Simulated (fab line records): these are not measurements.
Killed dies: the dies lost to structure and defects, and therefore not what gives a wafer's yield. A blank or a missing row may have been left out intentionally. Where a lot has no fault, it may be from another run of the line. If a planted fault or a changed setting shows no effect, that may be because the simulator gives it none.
Struck lot and sound lot, side by side || flow n5Finfet || 24 steps out of a route of 1938
Sound: the wafers L772.1, L772.2, L772.3. Struck: wafers L758.1, L758.4, L758.5. The cause is given at the end.
At each step with rows: each side's tool, then ch and its chambers, then its first start. Under that, the readings that differ: sound wafers || struck wafers || difference of the means || sigmas: that difference in standard deviations of wafers without a fault.
alike: readings with means less than 2 such deviations apart, plus words and numbers identical on both sides. not compared: withheld readings, readings lacking a value on some wafer, bounds such as >300 that could conceal the same value, and numbers that have no deviation in the record and whose values overlap.
Wherever a step has rows on one side only, a row that says differs or no value, or a row with sigmas, the two part there. Numbers that don't overlap but have no deviation are shown without sigmas and don't part them. A reading missing from all wafers of one side parts the sides only when that side holds two or more wafers.

first, 11 steps without rows for these wafers: N5_BEOL_M0_SAQP_MANDREL_ETCH_103 (etches a-Si in HBr/Cl2, stops on SiCN, target depth 45 nm, bt time 10 s, time 27 s); N5_BEOL_M0_SAQP_RECESS_104 (chemistry HF/NH3, target SiO2, target depth 18 nm, afs cycles 3, sublimation time 60 s); N5_BEOL_M0_SAQP_COAT_105 (time 60 s, resist thk 100 nm); N5_BEOL_M0_SAQP_ETCH_106 (etches SOC in N2/H2, stops on SiNx, target depth 150 nm); N5_BEOL_M0_SAQP_ETCH_107 (etches SiNx in CH3F/O2, target depth 30 nm); N5_BEOL_M0_SAQP_STRIP_108 (strips in N2/H2); N5_BEOL_M0_SAQP_RECESS_109 (chemistry HF/NH3, target SiO2, target depth 3 nm, afs cycles 1, sublimation time 60 s); N5_BEOL_M0_SAQP_SPACER2_ALD_26 (deposits SiO2, target thk 15 nm, pulse time 1 s, purge time 2 s); N5_BEOL_M0_SAQP_SPACER2_ETCHBACK_27 (etches SiO2 in CHF3/O2, target depth 22.5 nm, time 11.25 s); N5_BEOL_M0_SAQP_MANDREL2_REMOVE_110 (chemistry HBr/Cl2/O2, target a-Si, stops on SiCN, bt time 10 s); N5_BEOL_M0_SAQP_COAT_69 (time 60 s, resist thk 90 nm).
N5_BEOL_M0_SAQP_COAT_72: time 60 s, resist thk 15 nm.
  sound on lithoTrack-05 ch 0, day 10 14:52; struck on lithoTrack-05 ch 0, day 7 00:41
{"reading": "spinSpeedRpm (rpm)", "sound": "1500.1 1500.1 1499.6", "struck": "1549.2 1549.3 1550.3", "difference": "+49.7", "sigmas": "+51"}
then, 9 steps without rows for these wafers: N5_BEOL_M0_SAQP_COAT_87 (time 60 s, resist thk 5 nm); N5_BEOL_M0_SAQP_COAT_34 (resist thk 30 nm); N5_BEOL_M0_SAQP_EBR_36; N5_BEOL_M0_SAQP_SOFTBAKE_35 (time 60 s); N5_BEOL_M0_SAQP_EXPOSE_37 (exposes mask M0 CUT1, target cd 30 nm); N5_BEOL_M0_SAQP_PEB_38 (peb time 60 s); N5_BEOL_M0_SAQP_DEVELOP_39 (develop time 30 s); N5_BEOL_M0_SAQP_DESCUM_45 (chemistry O2, time 7 s); N5_BEOL_M0_SAQP_ETCH_88 (etches underlayer in N2/H2, target depth 6.5 nm, time 5.2 s).
N5_BEOL_M0_SAQP_ETCH_73: etches SiARC in CF4, target depth 19.5 nm, time 32.5 s.
  sound on rieDiel-03 ch 0,1,3, day 10 15:19; struck on rieDiel-03 ch 0,3, day 7 01:07
{"reading": "model.etch.depthNm (nm)", "sound": "14.99 15.01 15.01", "struck": "14.73 14.73 14.72", "difference": -0.28, "sigmas": ""}
  alike: drypumpMotorCurrentA, etchRfOnTimeS, oesProductAu, rfVppV, showerheadPlenumPTorr, throttleValvePct
  not compared: rfHoursCounterH
then, 1 step without rows for these wafers: N5_BEOL_M0_SAQP_CUT_ETCH_46 (etches SOC in N2/H2, target depth 135 nm, overetch 27 nm, time 202.5 s).
-- the record jumps here: 2 days lie between the struck wafers' starts before and after (it left off in module BEOL_M0_SAQP and takes up again in module BEOL_M4, whose first step shown is number 1111 of the route) --
N5_BEOL_M4_RC_MEAS_101:
  sound on prober-02 ch 0, day 12 18:53; struck on prober-01 ch 0, day 9 04:02
  alike: DIBL_N, DIBL_P, IOFF_N, IOFF_P, ION_N, ION_P, SS_N, SS_P, VT_N, VT_P

WHERE THEY PART
N5_BEOL_M0_SAQP_COAT_72 only, going by this record. Later steps at which nothing parts them and some readings are alike: N5_BEOL_M0_SAQP_ETCH_73, N5_BEOL_M4_RC_MEAS_101.

WHY: the cause the simulator had injected
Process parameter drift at N5_BEOL_M0_SAQP_COAT_72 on lithoTrack-05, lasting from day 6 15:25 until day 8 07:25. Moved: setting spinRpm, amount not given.
